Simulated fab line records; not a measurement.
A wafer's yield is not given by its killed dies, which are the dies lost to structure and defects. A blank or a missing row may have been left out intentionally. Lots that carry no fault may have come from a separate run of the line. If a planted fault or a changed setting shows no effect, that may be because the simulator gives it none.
fab line records + flow nandHarc
record:
- lots: 14
- wafers: 42
- lastDay: 23
route steps=1159 shown P_GATE@125 A_M1@1043 THIN_TSV@1118 END@1159
lots untouched by any fault: they come from a run of this same line in which no faults occurred
startH: start of the lot's first displayed wafer, in hours after the record's first day + waitH: hours since the lot's step before + " repeats the value in the row above + L1.1+2: one row covering several wafers at once + - no value, or no start given + * or withheld: withheld + < > ~ a bound
route shown NAME@n: NAME is a module with steps in the file, n the number in the route of the first one + usual: mean and standard deviation over wafers with no fault + same: alike in all rows + chamber/n: place in a boat + sites: each site's reading + _std_site: the values' standard deviation + _edge_site: the outer-site mean with the inner-site mean subtracted + radiusMm: how far each site lies from the wafer's centre + mask NAME#n: copy n + behind: the most recent tool/chamber to have shaped the wafer + hold: the reason the lot was held/the length of the hold in hours/how it ended + device: transistor that didn't switch, given as n, p or np + end of line: the same wafers' tests at the end of the route + where a step has no rows: the recipe by itself + killed: at the first sort, the dies lost to defects and structure; wafer yield is something else + map: a wafer's dies, marking killed ones x, the rest . and places with no die _
set.NAME: the run value of the setting; set.NAME@STEP: its run value at that earlier step + model.NAME: the simulator's own value behind a step, which no gauge read
one table for each step of the route and one row for each wafer, over a sample of lots
services: the hour from which a tool's chamber was out of use, counted from the record's first day as startH (under 0 if before that day), plus the number of hours and why
== steps ==
step: NHARC_P_GATE_ETCH_14
recipe:
- targetDepthA: 488
- chemistry: dHF
- material: SiO2
| lot.wafer  | tool        | chamber | startH | waitH |
|------------|-------------|---------|--------|-------|
| L997.1+6+5 | wetBench-03 | 2,6,7   | 79.24  | 0.1   |
| L999.1+2+4 | wetBench-03 | 7,2,3   | 84.27  | 0.1   |
| L101.6+3+5 | wetBench-03 | 3,5,7   | 97.15  | 0.1   |
| L102.2+6+3 | wetBench-09 | 2,3,7   | 101.59 | 0.1   |
| L104.3+5+2 | wetBench-03 | 2,3,4   | 110.84 | 0.1   |
| L105.6+3+4 | wetBench-03 | 2,3,6   | 119.46 | 0.1   |
| L107.5+1+4 | wetBench-03 | 3,5,6   | 133.92 | 0.1   |
| L110.3+2+4 | wetBench-02 | 5,6,7   | 149.98 | 0.1   |
| L109.5+4+3 | wetBench-09 | 6,7,3   | 150.13 | 0.1   |
| L108.2+3+6 | wetBench-02 | 5,6,0   | 150.30 | 0.1   |
| L111.1+5+4 | wetBench-03 | 1,3,4   | 157.45 | 0.1   |
| L115.1+2+4 | wetBench-02 | 4,6,7   | 183.42 | 0.1   |
| L116.6+5+1 | wetBench-09 | 1,3,4   | 188.09 | 0.1   |
| L117.1+4+6 | wetBench-03 | 5,6,0   | 188.24 | 0.1   |
step: NHARC_A_M1_STRIP_18
recipe:
- powerW: 1000
- n2FlowSccm: 150
- h2FlowSccm: 150
- arFlowSccm: 0
- biasW: 0
- chemistry: N2/H2
usual:
- drypumpMotorCurrentA: 5.4/0.49
- oesProductAu: 1.000/0.014
- powerW: 1000.3/2.9
- rfVppV: 90.7/0.92
- showerheadPlenumPTorr: 2.04/0.074
- throttleValvePct: 14.172/0.0098
| lot.wafer | tool       | chamber | startH | waitH | drypumpMotorCurrentA | oesProductAu | powerW | rfHoursCounterH | rfVppV | showerheadPlenumPTorr | throttleValvePct |
|-----------|------------|---------|--------|-------|----------------------|--------------|--------|-----------------|--------|-----------------------|------------------|
| L997.1    | rieDiel-12 | 3       | 409.44 | 0.1   | 5.4                  | 1.026        | 1003.9 | 1               | 89.9   | 1.99                  | 14.183           |
| L997.5    | "          | 3       | "      | "     | 5.4                  | 1.022        | 1000.3 | -               | 89.9   | 1.99                  | 14.172           |
| L997.6    | "          | 0       | "      | "     | 5.9                  | 0.982        | 999.2  | -               | 90.1   | 1.99                  | 14.173           |
| L999.4    | rieDiel-12 | 0       | 410.40 | 0.1   | 5.9                  | 0.979        | 996.6  | 1               | 88.8   | 1.99                  | 14.180           |
| L999.1    | "          | 1       | "      | "     | 5.5                  | 1.006        | 1002.2 | 1               | 91.2   | 2.04                  | 14.165           |
| L999.2    | "          | 3       | "      | "     | 5.4                  | 1.018        | 999.3  | 1               | 90.7   | 1.99                  | 14.169           |
| L102.3    | rieDiel-12 | 1       | 415.62 | 0.1   | 5.5                  | 1.014        | 998.2  | 2               | 91.3   | 2.04                  | 14.172           |
| L102.2    | "          | 3       | "      | "     | 5.4                  | 1.008        | 1001.8 | 2               | 89.5   | 1.99                  | 14.166           |
| L102.6    | "          | 2       | "      | "     | 4.9                  | 1.017        | 998.8  | -               | 93.4   | 2.18                  | 14.161           |
| L101.3    | rieDiel-12 | 3       | 419.55 | 0.1   | 5.4                  | 1.021        | 999.2  | 2               | 89.7   | 1.99                  | 14.180           |
| L101.5    | "          | 0       | "      | "     | 5.9                  | 0.980        | 997.0  | -               | 89.8   | 1.99                  | 14.193           |
| L101.6    | "          | 1       | "      | "     | 5.5                  | 1.007        | 1005.4 | -               | 91.0   | 2.04                  | 14.165           |
| L105.4    | rieDiel-12 | 2       | 435.20 | 0.1   | 4.9                  | 1.006        | 1001.1 | 3               | 90.7   | 2.18                  | 14.169           |
| L105.3    | "          | 0       | "      | "     | 5.9                  | 0.975        | 997.7  | 4               | 90.4   | 1.99                  | 14.168           |
| L105.6    | "          | 1       | "      | "     | 5.5                  | 1.001        | 999.4  | -               | 91.6   | 2.04                  | 14.161           |
| L104.2    | rieDiel-12 | 3       | 447.51 | 0.1   | 5.4                  | 1.019        | 1001.9 | 4               | 91.2   | 1.99                  | 14.172           |
| L104.3    | "          | 0       | "      | "     | 5.9                  | 0.970        | 999.5  | 4               | 90.5   | 1.99                  | 14.176           |
| L104.5    | "          | 2       | "      | "     | 4.9                  | 1.024        | 1002.6 | -               | 91.6   | 2.18                  | 14.180           |
| L107.4    | rieDiel-10 | 3       | 455.22 | 0.1   | 5.2                  | 0.975        | 995.3  | 2               | 90.0   | 2.14                  | 14.180           |
| L107.1    | "          | 0       | "      | "     | 6.6                  | 1.008        | 998.9  | 2               | 90.3   | 1.95                  | 14.177           |
| L107.5    | "          | 1       | "      | "     | 5.3                  | 1.007        | 998.8  | -               | 90.6   | 2.03                  | 14.184           |
| L108.2    | rieDiel-10 | 0       | 470.11 | 0.1   | 6.5                  | 0.996        | 998.0  | 3               | 90.5   | 1.95                  | 14.174           |
| L108.3    | "          | 1       | "      | "     | 5.3                  | 0.999        | 1002.6 | 3               | 91.5   | 2.03                  | 14.163           |
| L108.6    | "          | 0       | "      | "     | 6.5                  | 0.995        | 1004.9 | -               | 89.2   | 1.95                  | 14.169           |
| L111.1    | rieDiel-02 | 1       | 470.58 | 0.1   | 6.1                  | 1.004        | 999.1  | 10              | 92.1   | 2.00                  | 14.178           |
| L111.4    | "          | 2       | "      | "     | 5.6                  | 1.010        | 1004.3 | 9               | 91.1   | 1.96                  | 14.163           |
| L111.5    | "          | 3       | "      | "     | 4.8                  | 0.990        | 1001.2 | -               | 89.6   | 2.00                  | 14.185           |
| L110.3    | rieDiel-02 | 2       | 470.99 | 0.1   | 5.7                  | 1.008        | 996.3  | 10              | 90.7   | 1.96                  | 14.181           |
| L110.4    | "          | 3       | "      | "     | 4.8                  | 0.988        | 999.9  | 9               | 90.8   | 2.00                  | 14.165           |
| L110.2    | "          | 1       | "      | "     | 6.1                  | 1.005        | 1000.4 | 10              | 89.9   | 2.00                  | 14.178           |
| L109.3    | rieDiel-02 | 0       | 478.37 | 0.1   | 5.7                  | 1.008        | 1002.1 | 7               | 90.9   | 2.14                  | 14.181           |
| L109.4    | "          | 1       | "      | "     | 6.1                  | 0.999        | 996.0  | 10              | 91.1   | 2.00                  | 14.178           |
| L109.5    | "          | 3       | "      | "     | 4.8                  | 0.991        | 998.5  | -               | 89.9   | 2.00                  | 14.187           |
step: NHARC_A_M1_ANNEAL_31
recipe:
- tempC: 225
- timeS: 90
usual:
- wafer_temp_C_max: 225.91/0.23
| lot.wafer | tool         | chamber | startH | waitH | wafer_temp_C_max |
|-----------|--------------|---------|--------|-------|------------------|
| L997.1    | rtpAnneal-02 | 0       | 410.83 | 0.3   | 226.01           |
| L997.5    | "            | 0       | "      | "     | 225.74           |
| L997.6    | "            | 0       | "      | "     | 226.09           |
| L999.1    | rtpAnneal-01 | 0       | 411.83 | 0.3   | 226.33           |
| L999.2    | "            | 0       | "      | "     | 226.15           |
| L999.4    | "            | 0       | "      | "     | 226.22           |
| L102.2    | rtpAnneal-02 | 0       | 417.06 | 0.3   | 225.43           |
| L102.3    | "            | 0       | "      | "     | 226.02           |
| L102.6    | "            | 0       | "      | "     | 225.89           |
| L101.3    | rtpAnneal-01 | 0       | 421.16 | 0.3   | 225.94           |
| L101.5    | "            | 0       | "      | "     | 225.98           |
| L101.6    | "            | 0       | "      | "     | 226.11           |
| L105.3    | rtpAnneal-01 | 0       | 436.65 | 0.3   | 225.85           |
| L105.4    | "            | 0       | "      | "     | 225.74           |
| L105.6    | "            | 0       | "      | "     | 225.58           |
| L104.2    | rtpAnneal-02 | 0       | 448.92 | 0.3   | 225.87           |
| L104.3    | "            | 0       | "      | "     | 225.43           |
| L104.5    | "            | 0       | "      | "     | 225.87           |
| L107.1    | rtpAnneal-01 | 0       | 456.54 | -     | 225.79           |
| L107.4    | "            | 0       | "      | "     | 225.66           |
| L107.5    | "            | 0       | "      | "     | 225.75           |
| L108.2    | rtpAnneal-01 | 0       | 471.55 | -     | 226.41           |
| L108.3    | "            | 0       | "      | "     | 226.44           |
| L108.6    | "            | 0       | "      | "     | 225.73           |
| L111.1    | rtpAnneal-02 | 0       | 471.90 | 0.3   | 225.96           |
| L111.4    | "            | 0       | "      | "     | 225.74           |
| L111.5    | "            | 0       | "      | "     | 226.04           |
| L110.2    | rtpAnneal-02 | 0       | 472.42 | -     | 226.14           |
| L110.3    | "            | 0       | "      | "     | 225.79           |
| L110.4    | "            | 0       | "      | "     | 225.77           |
| L109.3    | rtpAnneal-02 | 0       | 479.83 | 0.3   | 226.01           |
| L109.4    | "            | 0       | "      | "     | 226.18           |
| L109.5    | "            | 0       | "      | "     | 226.07           |
step: NHARC_THIN_TSV_DESCUM_14
recipe:
- timeS: 3
- o2FlowSccm: 200
- arFlowSccm: 0
- biasPowerW: 0
- chemistry: O2
usual:
- drypumpMotorCurrentA: 5.5/0.37
- oesProductAu: 1.001/0.015
- rfVppV: 57.9/0.88
- showerheadPlenumPTorr: 1.92/0.073
- throttleValvePct: 11.311/0.0096
| lot.wafer | tool       | chamber | startH | waitH | drypumpMotorCurrentA | oesProductAu | rfHoursCounterH | rfVppV | showerheadPlenumPTorr | throttleValvePct |
|-----------|------------|---------|--------|-------|----------------------|--------------|-----------------|--------|-----------------------|------------------|
| L997.1    | rieDiel-07 | 1       | 435.91 | -     | 5.3                  | 0.993        | 2               | 58.0   | 1.85                  | 11.300           |
| L997.5    | "          | 0       | "      | "     | 5.5                  | 0.986        | -               | 58.1   | 1.91                  | 11.297           |
| L997.6    | "          | 1       | "      | "     | 5.3                  | 0.996        | -               | 56.2   | 1.85                  | 11.320           |
| L999.4    | rieDiel-01 | 1       | 437.22 | -     | 6.3                  | 1.003        | 9               | 58.0   | 1.92                  | 11.301           |
| L999.2    | "          | 2       | "      | "     | 5.2                  | 1.005        | 10              | 57.7   | 2.06                  | 11.317           |
| L999.1    | "          | 0       | "      | "     | 6.0                  | 0.986        | 7               | 57.9   | 1.80                  | 11.310           |
| L102.2    | rieDiel-01 | 1       | 438.21 | -     | 6.2                  | 1.002        | 10              | 57.9   | 1.92                  | 11.291           |
| L102.3    | "          | 2       | "      | "     | 5.2                  | 1.014        | 11              | 57.7   | 2.06                  | 11.308           |
| L102.6    | "          | 0       | "      | "     | 6.0                  | 0.996        | -               | 56.2   | 1.80                  | 11.318           |
| L101.3    | rieDiel-07 | 2       | 442.69 | -     | 5.3                  | 0.993        | 3               | 58.3   | 1.96                  | 11.310           |
| L101.5    | "          | 2       | "      | "     | 5.3                  | 1.002        | -               | 59.3   | 1.96                  | 11.321           |
| L101.6    | "          | 3       | "      | "     | 5.3                  | 1.012        | -               | 57.6   | 1.91                  | 11.298           |
| L105.4    | rieDiel-07 | 3       | 455.11 | -     | 5.4                  | 1.001        | 4               | 57.7   | 1.91                  | 11.308           |
| L105.3    | "          | 1       | "      | "     | 5.3                  | 0.995        | 4               | 57.5   | 1.85                  | 11.307           |
| L105.6    | "          | 0       | "      | "     | 5.5                  | 0.994        | -               | 58.5   | 1.91                  | 11.314           |
| L104.3    | rieDiel-07 | 0       | 467.21 | -     | 5.5                  | 0.995        | 6               | 58.0   | 1.91                  | 11.312           |
| L104.2    | "          | 1       | "      | "     | 5.3                  | 0.993        | 5               | 59.7   | 1.85                  | 11.310           |
| L104.5    | "          | 0       | "      | "     | 5.5                  | 0.993        | -               | 55.9   | 1.91                  | 11.310           |
| L107.4    | rieDiel-07 | 1       | 474.35 | -     | 5.3                  | 0.994        | 6               | 57.4   | 1.85                  | 11.317           |
| L107.1    | "          | 3       | "      | "     | 5.3                  | 0.998        | 7               | 56.3   | 1.90                  | 11.296           |
| L107.5    | "          | 1       | "      | "     | 5.3                  | 1.000        | -               | 56.9   | 1.85                  | 11.317           |
| L108.3    | rieDiel-07 | 1       | 490.82 | -     | 5.3                  | 0.988        | 8               | 57.9   | 1.85                  | 11.304           |
| L108.2    | "          | 0       | "      | "     | 5.5                  | 0.984        | 9               | 58.6   | 1.91                  | 11.316           |
| L108.6    | "          | 0       | "      | "     | 5.5                  | 0.992        | -               | 57.5   | 1.91                  | 11.310           |
| L110.3    | rieDiel-08 | 2       | 492.14 | -     | 4.8                  | 1.036        | 0               | 60.3   | 1.99                  | 11.314           |
| L110.4    | "          | 0       | "      | "     | 5.8                  | 1.012        | 0               | 59.3   | 1.93                  | 11.306           |
| L110.2    | "          | 1       | "      | "     | 5.4                  | 0.986        | 0               | 58.3   | 1.97                  | 11.306           |
| L111.1    | rieDiel-08 | 2       | 493.37 | -     | 4.8                  | 1.040        | 0               | 60.6   | 1.99                  | 11.323           |
| L111.4    | "          | 3       | "      | "     | 5.1                  | 0.981        | 0               | 57.0   | 1.79                  | 11.320           |
| L111.5    | "          | 1       | "      | "     | 5.4                  | 0.986        | -               | 58.1   | 1.97                  | 11.321           |
| L109.4    | rieDiel-08 | 2       | 498.77 | -     | 4.8                  | 1.028        | 1               | 57.7   | 1.99                  | 11.308           |
| L109.3    | "          | 3       | "      | "     | 5.1                  | 0.972        | 1               | 57.7   | 1.79                  | 11.326           |
| L109.5    | "          | 1       | "      | "     | 5.4                  | 0.984        | -               | 58.5   | 1.97                  | 11.303           |
step: NHARC_END_SORT_01
recipe:
- tempC: 25
usual:
- killedAtArray: 24/8.4
- killedAtOther: 0.7/1.1
- killedAtPeriphery: 2.9/1.7
- killedDies: 27/8.6
- killedOpen: 3.3/1.8
- killedShort: 1.8/1.4
same:
- grossDies: 677
| lot.wafer | tool      | chamber | startH | waitH | killedAtArray | killedAtOther | killedAtPeriphery | killedDies | killedOpen | killedShort |
|-----------|-----------|---------|--------|-------|---------------|---------------|-------------------|------------|------------|-------------|
| L117.1    | prober-02 | 0       | 549.33 | 2.5   | 31            | 1             | 645               | 677        | 4          | 2           |
| L117.4    | prober-02 | 0       | 551.75 | 3.4   | 36            | 0             | 641               | 677        | 2          | 3           |
| L117.6    | prober-02 | 0       | 553.35 | 4.0   | 39            | 0             | 638               | 677        | 7          | 4           |
| L116.1    | prober-01 | 0       | 549.41 | 2.6   | 24            | 0             | 653               | 677        | 1          | 2           |
| L116.5    | prober-01 | 0       | 552.61 | 3.7   | 34            | 1             | 642               | 677        | 3          | 2           |
| L116.6    | prober-01 | 0       | 553.42 | 4.0   | 21            | 0             | 656               | 677        | 4          | 0           |
| L115.1    | prober-01 | 0       | 557.15 | 2.4   | 31            | 1             | 645               | 677        | 8          | 0           |
| L115.2    | prober-01 | 0       | 557.95 | 2.8   | 31            | 0             | 646               | 677        | 3          | 3           |
| L115.4    | prober-01 | 0       | 559.53 | 3.4   | 27            | 0             | 650               | 677        | 4          | 3           |
killed by level:class
L117.1 P_GATE:areaEtch=641 A_CHANNEL_HOLE_D1:chamberFilmFlake=21 A_CONTACT:chamberFilmFlake=5 A_CONTACT:geometricParticle:open=2 P_CONTACT:geometricParticle:open=1 P_CONTACT:geometricParticle:short=1 A_CONTACT:geometricParticle:short=1 THIN_TSV:geometricParticle:open=1
L116.1 P_GATE:areaEtch=648 A_SLIT:chamberFilmFlake=13 A_CHANNEL_HOLE_D1:chamberFilmFlake=6 P_M0:chamberFilmFlake=2 A_CONTACT:chamberFilmFlake=2 P_M1:geometricParticle:short=1 A_SGD_CUT:geometricParticle:short=1 A_BLC:geometricParticle:open=1
L117.4 P_GATE:areaEtch=637 A_CHANNEL_HOLE_D1:chamberFilmFlake=24 A_CONTACT:chamberFilmFlake=5 A_ZERO_WELL:chamberFilmFlake=3 P_STI:chamberFilmFlake=2 P_CONTACT:geometricParticle:short=1 P_CONTACT:geometricParticle:open=1 A_ONON_D1:geometricParticle:short=1
L116.5 P_GATE:areaEtch=640 A_SLIT:chamberFilmFlake=16 A_CHANNEL_HOLE_D1:chamberFilmFlake=8 A_CONTACT:chamberFilmFlake=5 A_CONTACT:geometricParticle:open=2 A_STAIRCASE:chamberFilmFlake=2 P_M0:geometricParticle:short=1 A_M0:geometricParticle:open=1
L117.6 P_GATE:areaEtch=633 A_CHANNEL_HOLE_D1:chamberFilmFlake=23 A_CONTACT:chamberFilmFlake=4 A_CONTACT:geometricParticle:open=3 P_M0:geometricParticle:open=2 P_M2:geometricParticle:short=1 A_CHANNEL_HOLE_D1:geometricParticle:short=1 A_CHANNEL_HOLE_D1:geometricParticle:open=1
L116.6 P_GATE:areaEtch=652 A_CHANNEL_HOLE_D1:chamberFilmFlake=7 A_CONTACT:chamberFilmFlake=6 A_SLIT:chamberFilmFlake=5 P_M0:chamberFilmFlake=2 P_M1:geometricParticle:open=1 A_SGD_CUT:geometricParticle:open=1 A_CONTACT:geometricParticle:open=1
L115.1 P_GATE:areaEtch=639 A_CHANNEL_HOLE_D1:chamberFilmFlake=19 A_CONTACT:chamberFilmFlake=5 P_M0:geometricParticle:open=2 A_WL_FILL:geometricParticle:open=2 P_GATE:chamberFilmFlake=2 P_M0:chamberFilmFlake=2 A_CHANNEL_FILL_D1:geometricParticle:open=1
L115.2 P_GATE:areaEtch=643 A_CHANNEL_HOLE_D1:chamberFilmFlake=20 A_CONTACT:chamberFilmFlake=4 A_WL_FILL:geometricParticle:short=2 A_STAIRCASE:chamberFilmFlake=2 P_M1:geometricParticle:short=1 A_CHANNEL_FILL_D1:geometricParticle:open=1 A_WL_FILL:geometricParticle:open=1
L115.4 P_GATE:areaEtch=643 A_CHANNEL_HOLE_D1:chamberFilmFlake=18 P_GATE:chamberFilmFlake=3 A_CHANNEL_HOLE_D1:geometricParticle:open=2 P_M0:chamberFilmFlake=2 A_STAIRCASE:chamberFilmFlake=2 P_M0:geometricParticle:short=1 P_M0:geometricParticle:open=1
== services ==
| tool         | chamber | startH | hours | kind   |
|--------------|---------|--------|-------|--------|
| rieDiel-02   | 1       | 85.22  | 6.8   | repair |
| rieDiel-08   | 0       | 108.26 | 11.1  | repair |
| wetBench-09  | -       | 112.80 | 8.0   | pm     |
| rieDiel-08   | 3       | 113.28 | 4.1   | repair |
| rieDiel-12   | 0       | 143.87 | 17.7  | repair |
| wetBench-03  | -       | 146.40 | 8.0   | pm     |
| rieDiel-07   | 0       | 187.91 | 1.2   | repair |
| rieDiel-12   | -       | 202.40 | 9.0   | pm     |
| wetBench-03  | -       | 225.40 | 3.7   | repair |
| rieDiel-07   | -       | 228.20 | 9.0   | pm     |
| rieDiel-12   | -       | 235.82 | 0.7   | repair |
| rieDiel-07   | 1       | 267.65 | 12.5  | repair |
| wetBench-03  | -       | 300.01 | 1.6   | repair |
| rtpAnneal-02 | -       | 300.21 | 12.0  | pm     |
| rieDiel-07   | 0       | 315.81 | 2.4   | repair |
| wetBench-03  | -       | 322.40 | 8.0   | pm     |
| rieDiel-12   | -       | 326.18 | 0.2   | repair |
| rieDiel-12   | 1       | 326.81 | 5.3   | repair |
| rieDiel-12   | -       | 377.41 | 0.3   | repair |
| rieDiel-12   | -       | 379.40 | 9.0   | pm     |
| rieDiel-07   | -       | 405.20 | 9.0   | pm     |
| rieDiel-12   | 2       | 418.88 | 7.6   | repair |
| rieDiel-07   | 3       | 482.81 | 18.6  | repair |
| wetBench-03  | -       | 498.40 | 8.0   | pm     |
== key ==
firstSign:
- step: NHARC_END_SORT_01
- reading: killedAtPeriphery
- direction: up
- sigmas: 99+
- usual: 2.9
- struck: 646.2
effect:
- step: NHARC_END_SORT_01
- reading: killedDies
- direction: up
- sigmas: 76
- usual: 27
- struck: 677
moreKillsBornAt:
- NHARC_P_GATE_ETCH_14@wetBench-09: 1940
- NHARC_P_GATE_ETCH_14@wetBench-02: 1925
- NHARC_P_GATE_ETCH_14@wetBench-03: 1911
metAt NHARC_P_GATE_ETCH_14
struckLots L115,L116,L117
laterRowsLeftOut L115.1,L115.2,L115.4,L116.1,L116.5,L116.6,L117.1,L117.4,L117.6
testerLeftOut L115,L116,L117
notActingAt NHARC_A_M1_STRIP_18,NHARC_A_M1_ANNEAL_31,NHARC_THIN_TSV_DESCUM_14
onsetBetween 157.45 183.42
alsoFits time
fault:
- kind: skippedStepWhole
- tool: wetBench-02,wetBench-03,wetBench-09
- chamber: -
- onsetH: 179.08
- steps: NHARC_P_GATE_ETCH_14
- scope: struckLotsOnly
testerLeftOut: of these lots the tester's yield and bins aren't shown, on N5 and GAA mostly nor the transistor test; their killed dies are dies lost to structure and defects alone, not to doping, threshold or leakage, so they don't give the yield
laterRowsLeftOut: the simulator's readings of these wafers behind a module that went badly wrong aren't trusted and aren't shown, but for the sort
